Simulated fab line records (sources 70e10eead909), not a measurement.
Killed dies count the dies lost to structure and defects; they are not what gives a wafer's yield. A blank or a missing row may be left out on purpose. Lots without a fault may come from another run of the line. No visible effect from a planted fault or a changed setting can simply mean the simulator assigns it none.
fab line records	flow nandHarc
record lots=15	wafers=43	lastDay=33
route steps=1302 shown A_ZERO_WELL@412 A_ONON_D1@432 A_CHANNEL_HOLE_D1@450
lots with no fault: from the same line, run without faults
startH: start of the lot's first displayed wafer, in hours after the record's first day	waitH: hours elapsed since this lot's preceding step	" the same as in the row above	L1.1+2: a row that stands for several wafers	- no value, or no start given	* or withheld: withheld	< > ~ a bound
route shown NAME@n: a module of which the file shows steps, and the number in the route of the first	usual: mean and standard deviation over wafers with no fault	same: alike in all rows	chamber/n: place in a boat	sites: each site's reading	_std_site: their standard deviation	_edge_site: mean of outer sites minus mean of inner sites	radiusMm: how far each site lies from the wafer's centre	mask NAME#n: copy n	behind: tool/chamber where the wafer was last shaped	hold: what put the lot on hold/how long, in hours/how the hold closed	device: which transistor (n, p or np) failed to switch	end of line: tests of these same wafers at the route's end	a step with no rows: only its recipe	killed: count of dies lost to structure and defects at first sort (not the wafer's yield)	map: a wafer's dies, marking killed ones x, the rest . and places with no die _
set.NAME: setting as actually run; set.NAME@STEP: the setting as run at that earlier step	model.NAME: the simulator's own value behind a step, which no gauge read
one table for each step of the route and one row for each wafer, over a sample of lots
services: the hour from which a tool's chamber was out of use, counted from the record's first day as startH (under 0 if before that day), plus the number of hours and why
## steps
# step NHARC_A_ZERO_WELL_INSPECT_17
# usual rawDefectCount=10/6.1
lot.wafer	tool	chamber	startH	waitH	rawDefectCount
L594.2	defectInspect-02	-	148.30	0.1	16
L594.3	"	-	"	"	3
L594.5	"	-	"	"	11
L595.2	defectInspect-01	-	163.63	0.1	12
L595.4	"	-	"	"	11
L595.6	"	-	"	"	14
L596.1	defectInspect-02	-	165.51	0.2	16
L596.3	"	-	"	"	16
L596.4	"	-	"	"	25
L597.1	defectInspect-01	-	183.73	0.2	16
L597.2	"	-	"	"	7
L597.5	"	-	"	"	13
L598.1	defectInspect-01	-	191.70	0.2	11
L598.2	"	-	"	"	12
L598.5	"	-	"	"	5
L600.2	defectInspect-02	-	207.89	0.1	13
L600.4	"	-	"	"	6
L600.6	"	-	"	"	7
L599.2	defectInspect-02	-	211.58	0.1	8
L599.3	"	-	"	"	5
L599.5	"	-	"	"	6
L602.2	defectInspect-01	-	232.09	0.1	18
L602.4	"	-	"	"	17
L602.6	"	-	"	"	16
L606.3	defectInspect-02	-	284.35	0.1	10
L606.4	"	-	"	"	21
L608.3	defectInspect-01	-	291.70	0.1	2
L608.4	"	-	"	"	4
L608.5	"	-	"	"	4
L609.3	defectInspect-02	-	302.44	0.1	8
L609.4	"	-	"	"	5
L610.2	defectInspect-02	-	317.54	0.1	8
L610.4	"	-	"	"	23
L610.6	"	-	"	"	7
L611.1	defectInspect-01	-	318.16	0.2	6
L611.3	"	-	"	"	11
L611.6	"	-	"	"	9
L612.1	defectInspect-02	-	329.94	0.2	15
L612.2	"	-	"	"	5
L612.4	"	-	"	"	15
L615.3	defectInspect-01	-	366.23	0.1	2
L615.4	"	-	"	"	8
L615.5	"	-	"	"	7
# step NHARC_A_ONON_D1_DEP_12
# recipe targetThkA=10000	n2FlowSccm=2750	n2oFlowSccm=2000	nh3FlowSccm=500	sih4FlowSccm=210	tempC=400
lot.wafer	tool	chamber	startH	waitH
L594.2+3+5	pecvdOnon-04	0	171.30	0.1
L596.1+3+4	pecvdOnon-03	0	186.84	0.1
L595.2+4+6	pecvdOnon-01	0	186.87	0.1
L597.1+2+5	pecvdOnon-03	0	206.18	0.1
L598.1+2+5	pecvdOnon-03	0	214.38	0.1
L600.2+4+6	pecvdOnon-04	0	230.51	0.1
L599.2+3+5	pecvdOnon-01	0	238.62	0.1
L602.2+4+6	pecvdOnon-01	0	258.89	0.1
L606.3+4	pecvdOnon-01	0	306.55	0.2
L608.3+4+5	pecvdOnon-01	0	317.58	0.2
L609.3+4	pecvdOnon-01	0	329.08	0.2
L611.1+3+6	pecvdOnon-03	0	340.58	0.1
L610.2+4+6	pecvdOnon-04	0	340.65	0.1
L612.1+2+4	pecvdOnon-03	0	353.44	0.1
L615.3+4+5	pecvdOnon-01	0	388.08	0.2
# step NHARC_A_ONON_D1_THK_MEAS_14
# recipe thkMeasGauge=ellipsometry
# usual thkNm=1002/10
lot.wafer	tool	chamber	startH	waitH	thkNm
L594.2	filmMetro-01	-	171.75	-	996
L594.3	"	-	"	"	993
L594.5	"	-	"	"	993
L595.2	filmMetro-02	-	187.32	-	998
L595.4	"	-	"	"	999
L595.6	"	-	"	"	997
L596.1	filmMetro-01	-	187.34	-	1000
L596.3	"	-	"	"	1000
L596.4	"	-	"	"	999
L597.1	filmMetro-02	-	206.69	-	1004
L597.2	"	-	"	"	1004
L597.5	"	-	"	"	1005
L598.1	filmMetro-02	-	214.90	-	1010
L598.2	"	-	"	"	1009
L598.5	"	-	"	"	1010
L600.2	filmMetro-02	-	230.96	-	998
L600.4	"	-	"	"	997
L600.6	"	-	"	"	995
L599.2	filmMetro-01	-	239.07	-	1000
L599.3	"	-	"	"	1001
L599.5	"	-	"	"	1000
L602.2	filmMetro-01	-	259.36	-	1011
L602.4	"	-	"	"	1011
L602.6	"	-	"	"	1012
L606.3	filmMetro-02	-	306.95	-	703
L606.4	"	-	"	"	1010
L608.3	filmMetro-01	-	317.98	-	687
L608.4	"	-	"	"	995
L608.5	"	-	"	"	993
L609.3	filmMetro-02	-	329.47	-	691
L609.4	"	-	"	"	997
L611.1	filmMetro-01	-	341.10	-	1001
L611.3	"	-	"	"	1002
L611.6	"	-	"	"	1001
L610.2	filmMetro-02	-	341.10	-	1017
L610.4	"	-	"	"	1015
L610.6	"	-	"	"	1017
L612.1	filmMetro-02	-	353.95	-	992
L612.2	"	-	"	"	994
L612.4	"	-	"	"	993
L615.3	filmMetro-01	-	388.47	-	1025
L615.4	"	-	"	"	1027
L615.5	"	-	"	"	1026
# step NHARC_A_CHANNEL_HOLE_D1_DEP_00
# recipe targetThkA=31000	tempC=400	material=aC
# usual throttleValvePct=35.000/0.0094
lot.wafer	tool	chamber	startH	waitH	throttleValvePct
L594.2	aclDep-01	0	181.72	2.5	35.005
L594.3	"	0	"	"	34.995
L594.5	"	0	"	"	34.993
L596.1	aclDep-03	0	200.21	2.0	35.001
L596.3	"	0	"	"	35.006
L596.4	"	0	"	"	35.007
L595.2	aclDep-02	0	200.27	2.1	35.013
L595.4	"	0	"	"	35.009
L595.6	"	0	"	"	34.999
L597.1	aclDep-01	0	218.61	1.3	34.975
L597.2	"	0	"	"	34.997
L597.5	"	0	"	"	34.990
L598.1	aclDep-01	0	225.62	0.1	34.997
L598.2	"	0	"	"	35.001
L598.5	"	0	"	"	34.998
L600.2	aclDep-01	0	245.45	2.8	35.017
L600.4	"	0	"	"	34.994
L600.6	"	0	"	"	34.982
L599.2	aclDep-01	0	254.91	4.4	34.999
L599.3	"	0	"	"	35.004
L599.5	"	0	"	"	35.006
L602.2	aclDep-01	0	271.42	1.2	35.003
L602.4	"	0	"	"	34.990
L602.6	"	0	"	"	35.009
L606.4	aclDep-02	0	321.06	1.0	34.995
L608.4	aclDep-02	0	330.45	1.0	35.018
L608.5	"	0	"	"	35.019
L609.4	aclDep-03	0	347.06	4.1	34.999
L610.2	aclDep-03	0	355.72	2.6	35.010
L610.4	"	0	"	"	34.995
L610.6	"	0	"	"	35.011
L611.1	aclDep-02	0	356.16	3.0	35.024
L611.3	"	0	"	"	34.995
L611.6	"	0	"	"	35.005
L612.1	aclDep-03	0	366.29	1.7	35.006
L612.2	"	0	"	"	35.005
L612.4	"	0	"	"	34.979
L615.3	aclDep-01	0	404.24	4.9	34.988
L615.4	"	0	"	"	34.998
L615.5	"	0	"	"	34.989
# step NHARC_A_CHANNEL_HOLE_D1_DEP_01
# recipe targetThkA=1400	targetThkNm=140	tempC=400	pressureTorr=3.5	flowSccm=200	rfW=350	material=SiON
# usual heaterPowerW=747/100
lot.wafer	tool	chamber	startH	waitH	heaterPowerW
L594.3	pecvd-02	1	183.35	1.0	556
L594.2	"	2	"	"	604
L594.5	"	0	"	"	789
L595.2	pecvd-03	1	201.87	1.3	685
L595.6	"	2	"	"	762
L595.4	"	0	"	"	764
L596.1	pecvd-02	0	202.15	1.6	795
L596.3	"	1	"	"	595
L596.4	"	0	"	"	803
L597.2	pecvd-02	1	220.60	1.3	645
L597.1	"	2	"	"	685
L597.5	"	0	"	"	690
L598.2	pecvd-01	1	227.54	1.3	908
L598.1	"	2	"	"	728
L598.5	"	0	"	"	676
L600.2	pecvd-02	2	247.12	1.3	715
L600.6	"	0	"	"	739
L600.4	"	2	"	"	706
L599.2	pecvd-01	1	256.56	1.3	906
L599.3	"	2	"	"	851
L599.5	"	2	"	"	854
L602.2	pecvd-02	0	273.22	1.5	782
L602.4	"	1	"	"	560
L602.6	"	2	"	"	666
L606.4	pecvd-02	1	322.25	0.9	593
L608.4	pecvd-01	0	331.50	0.7	694
L608.5	"	2	"	"	894
L609.4	pecvd-01	1	348.15	0.8	965
L610.2	pecvd-01	0	357.39	1.4	612
L610.6	"	2	"	"	804
L610.4	"	0	"	"	629
L611.1	pecvd-01	1	358.08	1.6	857
L611.3	"	2	"	"	787
L611.6	"	1	"	"	850
L612.2	pecvd-01	2	368.19	1.3	870
L612.1	"	1	"	"	989
L612.4	"	0	"	"	614
L615.3	pecvd-01	0	405.56	1.0	706
L615.5	"	0	"	"	743
L615.4	"	1	"	"	858
## services
tool	chamber	startH	hours	kind
pecvd-03	-	185.00	13.0	pm
aclDep-01	-	189.25	13.0	pm
pecvdOnon-03	-	227.00	13.0	pm
pecvd-02	-	227.26	13.0	pm
pecvd-02	0	227.26	13.0	ventCycle
pecvd-02	1	227.26	13.0	ventCycle
pecvd-02	2	227.26	13.0	ventCycle
aclDep-02	-	242.31	13.0	pm
pecvd-01	-	268.25	1.7	repair
pecvdOnon-01	-	269.42	13.0	pm
aclDep-03	-	301.03	13.0	pm
pecvdOnon-04	-	311.00	13.0	pm
pecvd-01	-	311.23	13.0	pm
pecvd-01	0	311.23	13.0	ventCycle
pecvd-01	1	311.23	13.0	ventCycle
pecvd-01	2	311.23	13.0	ventCycle
pecvd-01	0	324.23	-	clean
pecvd-01	1	324.23	-	clean
pecvd-01	2	324.23	-	clean
pecvd-01	2	342.86	3.7	repair
aclDep-01	-	345.45	2.4	repair
pecvd-02	-	360.52	1.1	repair
pecvd-03	-	366.00	13.0	pm
aclDep-01	-	370.25	13.0	pm
## key
firstSign step=NHARC_A_ONON_D1_THK_MEAS_14	reading=thkNm	direction=down	sigmas=30	usual=1002	struck=694
effect none on later readings
metAt NHARC_A_ONON_D1_DEP_12
struckLots L606,L608,L609
struckWafers L606.3,L608.3,L609.3
laterRowsLeftOut L606.3,L608.3,L609.3
sortLeftOut L606.3,L608.3,L609.3
testerLeftOut L606,L608,L609
notActingAt NHARC_A_ZERO_WELL_INSPECT_17,NHARC_A_CHANNEL_HOLE_D1_DEP_00,NHARC_A_CHANNEL_HOLE_D1_DEP_01
onsetBetween 258.89 306.55
fault kind=processParameterDrift	tool=pecvdOnon-01	chamber=-	onsetH=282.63	steps=NHARC_A_ONON_D1_DEP_12	channel=targetThkA	offset=*	shape=step	endH=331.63	scope=struckWafersOnly	actsIn=*	stated=*
# testerLeftOut: of these lots the tester's yield and bins aren't shown, on N5 and GAA mostly nor the transistor test; their killed dies are dies lost to structure and defects alone, not to doping, threshold or leakage, so they don't give the yield
# sortLeftOut: the simulated sort isn't trusted on such a fault, so these wafers' sort isn't shown, and their yield isn't known
# laterRowsLeftOut: the simulator's readings of these wafers behind a module that went badly wrong aren't trusted and aren't shown, but for the sort
